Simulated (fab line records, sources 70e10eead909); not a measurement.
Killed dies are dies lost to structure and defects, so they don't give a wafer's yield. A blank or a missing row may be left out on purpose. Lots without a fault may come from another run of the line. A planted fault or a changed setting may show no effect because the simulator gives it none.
Tool commonality check | flow nand_harc | 14 lots, 42 wafers sampled

WHY IT WAS OPENED
At NHARC_P_M2_CD_MEAS_09 the reading cd_nm is flagged on 2 of 14 lots. Wafers without a fault read 170.1 nm, standard deviation 0.46.
Rule: a lot is flagged when every wafer of it that has a number lies more than 4 standard deviations from that mean, or none has a number. The other lots count as sound.

lot  | measured     | on        | cd_nm (nm), wafer by wafer | flag
L695 | day 6 04:23  | cd_sem-02 | 170.8 170.2 171.0          |
L696 | day 6 19:25  | cd_sem-02 | 170.0 170.0 170.5          |
L698 | day 6 22:51  | cd_sem-02 | 170.3 170.3 170.0          |
L700 | day 7 01:41  | cd_sem-02 | 170.1 169.0 170.2          |
L699 | day 7 09:14  | cd_sem-03 | 170.8 170.6 170.6          |
L701 | day 7 18:22  | cd_sem-03 | 170.6 170.7 169.9          |
L703 | day 8 16:46  | cd_sem-02 | 170.3 169.8 169.9          |
L706 | day 8 22:03  | cd_sem-02 | 169.5 168.9 169.4          |
L708 | day 9 14:28  | cd_sem-01 | 169.9 170.1 170.2          |
L710 | day 10 05:55 | cd_sem-01 | 170.1 170.1 169.7          |
L713 | day 10 12:48 | cd_sem-01 | 170.5 170.3 169.7          |
L712 | day 10 14:58 | cd_sem-01 | 170.5 169.8 170.6          |
L714 | day 10 19:55 | cd_sem-02 | 196.7 197.3 197.9          | FLAGGED
L716 | day 11 09:01 | cd_sem-01 | 197.3 198.1 197.9          | FLAGGED
The numbers of the flagged lots are 197.5 nm on average: +27.4 nm against the usual, or +60 standard deviations.

WHICH TOOL RAN EACH LOT
The record holds 2 process steps before the reading, out of a route of 1159 steps. In each cell: the tool, then ch and the chambers that the sampled wafers went through, then the start.
lot  | flag    | NHARC_P_M1_DEP_33              | NHARC_P_M2_PEB_07
L695 |         | pecvd-04 ch 0,1,2, day 6 03:22 | litho_track-06 ch 0, day 6 04:17
L696 |         | pecvd-04 ch 0,1,2, day 6 18:17 | litho_track-06 ch 0, day 6 19:19
L698 |         | pecvd-04 ch 0,1,2, day 6 21:37 | litho_track-06 ch 0, day 6 22:46
L700 |         | pecvd-01 ch 1,2, day 7 00:20   | litho_track-01 ch 0, day 7 01:37
L699 |         | pecvd-04 ch 0,1, day 7 08:07   | litho_track-06 ch 0, day 7 09:10
L701 |         | pecvd-03 ch 0,2, day 7 17:08   | litho_track-04 ch 0, day 7 18:17
L703 |         | pecvd-04 ch 0,1, day 8 15:31   | litho_track-01 ch 0, day 8 16:41
L706 |         | pecvd-04 ch 0,2, day 8 20:40   | litho_track-01 ch 0, day 8 21:58
L708 |         | pecvd-01 ch 0,1,2, day 9 13:25 | litho_track-04 ch 0, day 9 14:23
L710 |         | pecvd-04 ch 1,2, day 10 04:40  | litho_track-06 ch 0, day 10 05:50
L713 |         | pecvd-03 ch 1,2, day 10 11:33  | litho_track-04 ch 0, day 10 12:43
L712 |         | pecvd-03 ch 1,2, day 10 13:46  | litho_track-06 ch 0, day 10 14:53
L714 | FLAGGED | pecvd-04 ch 0,1, day 10 18:47  | litho_track-06 ch 0, day 10 19:50
L716 | FLAGGED | pecvd-03 ch 0,2, day 11 07:25  | litho_track-06 ch 0, day 11 08:56
What these steps do:
- NHARC_P_M1_DEP_33: deposits SiCN, target thk 30 nm.
- NHARC_P_M2_PEB_07: peb time 65 s.
- NHARC_P_M2_CD_MEAS_09: target cd 170 nm.

FLAGGED OVER TOTAL, TOOL BY TOOL (the gauges that took the reading come last)
step                  | tool           | lots run | flagged | share of the flagged lots | sound lots run after its first flagged lot
NHARC_P_M1_DEP_33     | pecvd-01       | 2        | 0       | none                      | -
NHARC_P_M1_DEP_33     | pecvd-03       | 4        | 1       | some                      | 0
NHARC_P_M1_DEP_33     | pecvd-04       | 8        | 1       | some                      | 0
NHARC_P_M2_PEB_07     | litho_track-01 | 3        | 0       | none                      | -
NHARC_P_M2_PEB_07     | litho_track-04 | 3        | 0       | none                      | -
NHARC_P_M2_PEB_07     | litho_track-06 | 8        | 2       | all                       | 0
NHARC_P_M2_CD_MEAS_09 | cd_sem-01      | 5        | 1       | some                      | 0
NHARC_P_M2_CD_MEAS_09 | cd_sem-02      | 7        | 1       | some                      | 0
NHARC_P_M2_CD_MEAS_09 | cd_sem-03      | 2        | 0       | none                      | -

WHAT THE TABLE ALLOWS
1 row of the table ran every flagged lot: litho_track-06 at NHARC_P_M2_PEB_07.
- litho_track-06 at NHARC_P_M2_PEB_07: 2 of its 8 lots flagged. Its last sound lot is L712 (day 10 14:53), its first flagged lot L714 (day 10 19:50): a fault that began between those two fits. Its own readings lie more than 4 standard deviations out on every wafer of the flagged lots: heater_power_total_W, plate_temp_C.
One tool is left: litho_track-06 at NHARC_P_M2_PEB_07.

WHAT THE SIMULATOR HAD PUT IN
Process parameter drift: litho_track-06, from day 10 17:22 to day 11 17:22, at NHARC_P_M2_PEB_07. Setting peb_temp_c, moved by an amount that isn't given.
Lots struck among those shown: L714, L716. The rule above found the same.
